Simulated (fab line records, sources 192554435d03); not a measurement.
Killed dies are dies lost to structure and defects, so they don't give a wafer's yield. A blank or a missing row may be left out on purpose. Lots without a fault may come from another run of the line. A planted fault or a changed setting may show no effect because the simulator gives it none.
Which tool did it? | flow n5_finfet | 12 lots, 36 wafers sampled, at 1 step of a route of 1938

WHAT THE GAUGES READ, wafer by wafer
N5_HKMG_FIN_THK_MEAS_70: measures by xrf.
lot  | measured    | on            | HK_THK (nm)
L075 | day 4 08:25 | film_metro-01 | 1.613 1.607 1.602
L077 | day 4 21:07 | film_metro-02 | 1.573 1.613 1.593
L079 | day 5 06:49 | film_metro-01 | 1.606 1.621 1.602
L081 | day 5 19:41 | film_metro-01 | 1.610 1.611 1.612
L083 | day 6 06:52 | film_metro-01 | 1.605 1.602 1.608
L085 | day 7 01:20 | film_metro-01 | 1.599 1.591 1.604
L087 | day 7 12:37 | film_metro-01 | 1.600 1.608 1.586
L089 | day 7 23:59 | film_metro-02 | 1.580 1.623 1.600
L091 | day 8 10:21 | film_metro-02 | 1.568 1.600 1.575
L093 | day 8 22:34 | film_metro-02 | 1.557 1.592 1.550
L095 | day 9 10:27 | film_metro-01 | 1.610 1.600 1.612
L097 | day 9 23:45 | film_metro-02 | 1.602 1.609 1.595

WHICH TOOL RAN EACH LOT (tool, then ch and the chambers of the sampled wafers, then the start)
The record holds no process step before these readings.

THE ANSWER, worked out from the rows above alone
Rule: what is usual is taken from the lots themselves. Put in order of their means at a reading, lots are off if they are a third of the lots or fewer, leave a main group of 4 or more, and stand apart from it by a gap of 3 or more times the standard deviation of the main group's means; of several such gaps the widest counts. A main group whose means are all the same, to the digits that the tables above print for the reading, isn't used. A lot without any number at a reading at which 4 lots or more have one is off too. The other lots that the step has rows for count as sound.
No lot is off at any reading shown: from this, nothing can be told.

WHAT THE SIMULATOR HAD PUT IN
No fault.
